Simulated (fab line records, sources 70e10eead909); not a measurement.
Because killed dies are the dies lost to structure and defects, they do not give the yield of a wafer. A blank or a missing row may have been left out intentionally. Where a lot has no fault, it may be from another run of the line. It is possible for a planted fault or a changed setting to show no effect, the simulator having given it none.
Which tool was responsible? | flow nand-harc | 14 lots with 42 wafers sampled at 4 steps, on a route of 1302 steps

WHAT EACH GAUGE READ, for each wafer
The record lacks any reading of a measuring or inspecting step that a usual standard deviation could be used to judge.

WHICH TOOL RAN EACH LOT (tool, then ch and the chambers of the sampled wafers, then the start)
lot  | NHARC_A_STAIRCASE_TRIM_198                    | NHARC_A_STAIRCASE_ETCH_199                    | NHARC_A_STAIRCASE_DEVELOP_216     | NHARC_A_STAIRCASE_TRIM_226
L417 | rie-diel-05 ch 0,1, day 15 23:00 or earlier   | rie-diel-05 ch 0,1,2, day 15 23:00 or earlier | litho-track-03 ch 0, day 15 23:00 | rie-diel-09 ch 1,2,3, no start
L419 | rie-diel-05 ch 1,2,3, day 16 23:00 or earlier | rie-diel-05 ch 1,2,3, day 16 23:00 or earlier | litho-track-03 ch 0, day 16 23:00 | rie-diel-09 ch 0,1,2, no start
L421 | rie-diel-09 ch 0,2, day 17 09:00 or earlier   | rie-diel-09 ch 2,3, day 17 09:00 or earlier   | litho-track-03 ch 0, day 17 09:00 | rie-diel-12 ch 0,2,3, no start
L423 | rie-diel-12 ch 0,1,3, day 18 08:00 or earlier | rie-diel-12 ch 0,3, day 18 08:00 or earlier   | litho-track-07 ch 0, day 18 08:00 | rie-diel-05 ch 0,1,2, no start
L424 | rie-diel-09 ch 0,2,3, day 18 19:00 or earlier | rie-diel-09 ch 0,1,2, day 18 19:00 or earlier | litho-track-03 ch 0, day 18 19:00 | rie-diel-12 ch 0,2,3, no start
L425 | rie-diel-12 ch 0,1, day 19 03:00 or earlier   | rie-diel-12 ch 1,2, day 19 03:00 or earlier   | litho-track-03 ch 0, day 19 03:00 | rie-diel-05 ch 0,2,3, no start
L428 | rie-diel-05 ch 0,1,2, day 20 07:00 or earlier | rie-diel-05 ch 1,2, day 20 07:00 or earlier   | litho-track-03 ch 0, day 20 07:00 | rie-diel-12 ch 0,1,2, no start
L427 | rie-diel-05 ch 2,3, day 20 07:00 or earlier   | rie-diel-05 ch 2,3, day 20 07:00 or earlier   | litho-track-05 ch 0, day 20 07:00 | rie-diel-05 ch 0,3, no start
L429 | rie-diel-12 ch 2,3, day 21 10:00 or earlier   | rie-diel-12 ch 0,1,3, day 21 10:00 or earlier | litho-track-03 ch 0, day 21 10:00 | rie-diel-12 ch 0,2,3, no start
L431 | rie-diel-09 ch 1,2,3, day 22 11:00 or earlier | rie-diel-09 ch 1,2,3, day 22 11:00 or earlier | litho-track-05 ch 0, day 22 11:00 | rie-diel-05 ch 0,1,2, no start
L436 | rie-diel-12 ch 1,2,3, day 23 22:00 or earlier | rie-diel-12 ch 1,2, day 23 22:00 or earlier   | litho-track-07 ch 0, day 23 22:00 | rie-diel-09 ch 0,1,3, no start
L439 | rie-diel-12 ch 0,1,2, day 24 23:00 or earlier | rie-diel-12 ch 0,1, day 24 23:00 or earlier   | litho-track-03, day 24 23:00      | rie-diel-05 ch 0,2,3, no start
L438 | rie-diel-05 ch 0,1,2, day 25 08:00 or earlier | rie-diel-05 ch 0,3, day 25 08:00 or earlier   | litho-track-03, day 25 08:00      | rie-diel-09 ch 0,3, no start
L440 | rie-diel-05 ch 1,2, day 26 02:00 or earlier   | rie-diel-05 ch 2,3, day 26 02:00 or earlier   | litho-track-03 ch 0, day 26 02:00 | rie-diel-05 ch 2,3, no start
- NHARC_A_STAIRCASE_TRIM_198: chemistry O2, time 211.2 s.
- NHARC_A_STAIRCASE_ETCH_199: etches the open film in C4F8/O2, target depth 100 nm, time 40.5 s.
- NHARC_A_STAIRCASE_DEVELOP_216: time 140 s.
- NHARC_A_STAIRCASE_TRIM_226: chemistry O2, time 211.2 s.

AS READ BY THE TOOLS THEMSELVES (means over the sampled wafers that have a number; for cases with no such wafer, the mark the record gives instead)
NHARC_A_STAIRCASE_TRIM_198. Usual: drypump-motor-current-A 5.7 A, standard deviation 0.5; oes-product-au 1.006 a.u., standard deviation 0.013; rf-vpp-V 57.8 V, standard deviation 0.89; showerhead-plenum-p-Torr 3.54 Torr, standard deviation 0.16; throttle-valve-pct 17.036 %, standard deviation 0.009.
lot  | tool        | drypump-motor-current-A (A) | oes-product-au (a.u.) | rf-vpp-V (V) | showerhead-plenum-p-Torr (Torr) | throttle-valve-pct (%) | flag
L417 | rie-diel-05 | 5.3                         | 1.003                 | 57.2         | 3.46                            | 17.037                 |
L419 | rie-diel-05 | 5.8                         | 1.002                 | 57.2         | 3.42                            | 17.033                 |
L421 | rie-diel-09 | 6.0                         | 0.995                 | 56.7         | 3.50                            | 17.048                 |
L423 | rie-diel-12 | 5.5                         | 1.001                 | 57.8         | 3.62                            | 17.037                 |
L424 | rie-diel-09 | 5.9                         | 0.999                 | 57.3         | 3.56                            | 17.039                 |
L425 | rie-diel-12 | 5.5                         | 1.007                 | 57.8         | 3.76                            | 17.040                 |
L428 | rie-diel-05 | 5.8                         | 0.998                 | 58.1         | 3.47                            | 17.035                 |
L427 | rie-diel-05 | 6.2                         | 1.004                 | 57.5         | 3.44                            | 17.035                 |
L429 | rie-diel-12 | 5.3                         | 1.023                 | 58.1         | 3.43                            | 17.048                 |
L431 | rie-diel-09 | 6.0                         | 0.999                 | 57.5         | 3.66                            | 17.036                 |
L436 | rie-diel-12 | 5.3                         | 1.020                 | 58.6         | 3.56                            | 17.039                 |
L439 | rie-diel-12 | 5.6                         | 1.015                 | 58.0         | 3.67                            | 17.039                 |
L438 | rie-diel-05 | 5.8                         | 0.996                 | 57.6         | 3.45                            | 17.038                 |
L440 | rie-diel-05 | 5.8                         | 1.006                 | 57.8         | 3.38                            | 17.034                 |

NHARC_A_STAIRCASE_ETCH_199. Usual: oes-product-au 0.948 a.u., standard deviation 0.013; rf-vpp-V 896 V, standard deviation 5.7.
lot  | tool        | oes-product-au (a.u.) | rf-vpp-V (V) | flag
L417 | rie-diel-05 | 0.956                 | 894          |
L419 | rie-diel-05 | 0.936                 | 891          |
L421 | rie-diel-09 | 0.923                 | 902          |
L423 | rie-diel-12 | 0.946                 | 894          |
L424 | rie-diel-09 | 0.953                 | 898          |
L425 | rie-diel-12 | 0.955                 | 902          |
L428 | rie-diel-05 | 0.929                 | 892          |
L427 | rie-diel-05 | 0.931                 | 892          |
L429 | rie-diel-12 | 0.964                 | 899          |
L431 | rie-diel-09 | 0.933                 | 901          |
L436 | rie-diel-12 | 0.950                 | 900          |
L439 | rie-diel-12 | 0.943                 | 904          |
L438 | rie-diel-05 | 0.940                 | 895          |
L440 | rie-diel-05 | 0.956                 | 891          |

NHARC_A_STAIRCASE_DEVELOP_216. Usual: chill-plate-temp-C 23.00 C, standard deviation 0.12; exhaust-pa 45.1 Pa, standard deviation 1.
lot  | tool           | chill-plate-temp-C (C) | exhaust-pa (Pa) | flag
L417 | litho-track-03 | 23.05                  | 46.8            |
L419 | litho-track-03 | 23.03                  | 47.0            |
L421 | litho-track-03 | 22.94                  | 44.2            |
L423 | litho-track-07 | 22.98                  | 45.1            |
L424 | litho-track-03 | 23.07                  | 44.1            |
L425 | litho-track-03 | 22.93                  | 46.0            |
L428 | litho-track-03 | 23.13                  | 45.3            |
L427 | litho-track-05 | 23.12                  | 45.3            |
L429 | litho-track-03 | 23.03                  | 45.9            |
L431 | litho-track-05 | 22.83                  | 43.8            |
L436 | litho-track-07 | 22.88                  | 44.3            |
L439 | litho-track-03 | -                      | -               | OFF
L438 | litho-track-03 | -                      | -               | OFF
L440 | litho-track-03 | 23.00                  | 45.3            |

NHARC_A_STAIRCASE_TRIM_226. Usual: drypump-motor-current-A 5.7 A, standard deviation 0.49; oes-product-au 1.004 a.u., standard deviation 0.013; rf-vpp-V 57.9 V, standard deviation 0.94; showerhead-plenum-p-Torr 3.55 Torr, standard deviation 0.16; throttle-valve-pct 17.037 %, standard deviation 0.0095.
lot  | tool        | drypump-motor-current-A (A) | oes-product-au (a.u.) | rf-vpp-V (V) | showerhead-plenum-p-Torr (Torr) | throttle-valve-pct (%) | flag
L417 | rie-diel-09 | 6.0                         | 0.998                 | 59.0         | 3.69                            | 17.038                 |
L419 | rie-diel-09 | 6.1                         | 0.992                 | 58.4         | 3.62                            | 17.027                 |
L421 | rie-diel-12 | 5.6                         | 1.012                 | 57.8         | 3.56                            | 17.037                 |
L423 | rie-diel-05 | 5.8                         | 1.007                 | 59.0         | 3.48                            | 17.034                 |
L424 | rie-diel-12 | 5.6                         | 1.013                 | 57.9         | 3.55                            | 17.043                 |
L425 | rie-diel-05 | 5.8                         | 1.008                 | 57.5         | 3.48                            | 17.032                 |
L428 | rie-diel-12 | 5.6                         | 1.008                 | 58.5         | 3.69                            | 17.048                 |
L427 | rie-diel-05 | 5.3                         | 0.999                 | 57.1         | 3.44                            | 17.044                 |
L429 | rie-diel-12 | 5.7                         | 1.017                 | 57.3         | 3.55                            | 17.030                 |
L431 | rie-diel-05 | 5.8                         | 1.003                 | 57.4         | 3.46                            | 17.029                 |
L436 | rie-diel-09 | 6.0                         | 0.995                 | 57.3         | 3.52                            | 17.041                 |
L439 | rie-diel-05 | 5.8                         | 1.004                 | 57.5         | 3.45                            | 17.035                 |
L438 | rie-diel-09 | 5.9                         | 0.996                 | 58.1         | 3.46                            | 17.032                 |
L440 | rie-diel-05 | 5.7                         | 1.001                 | 57.0         | 3.39                            | 17.028                 |

THE ANSWER, worked out from the rows above alone
Rule: a lot is off if the mean of its wafers that have a number lies more than 3 standard deviations from the usual mean. Also off: a lot with no number at a reading for which 4 or more lots have one. Where the step has rows for the other lots, those lots are counted as sound. The gauges are gone through in route order, then the tools' own readings, and for those a lot's mean is taken as printed above. At the first step where some lot is off, the reading lying furthest off is the one used; lots without a number count as furthest.
Off at NHARC_A_STAIRCASE_DEVELOP_216 (chill-plate-temp-C): L439, L438. Without a number there: L439, L438.
A tool fits if, at that step or a process step before it, it ran every lot that is off, and no sound lot after the first of them. NHARC_A_STAIRCASE_TRIM_198: start missing for some lots; hours and lot order therefore follow NHARC_A_STAIRCASE_DEVELOP_216. NHARC_A_STAIRCASE_ETCH_199: start missing for some lots; hours and lot order therefore follow NHARC_A_STAIRCASE_DEVELOP_216. Of those tried, none fits.

WHAT WAS PUT IN BY THE SIMULATOR
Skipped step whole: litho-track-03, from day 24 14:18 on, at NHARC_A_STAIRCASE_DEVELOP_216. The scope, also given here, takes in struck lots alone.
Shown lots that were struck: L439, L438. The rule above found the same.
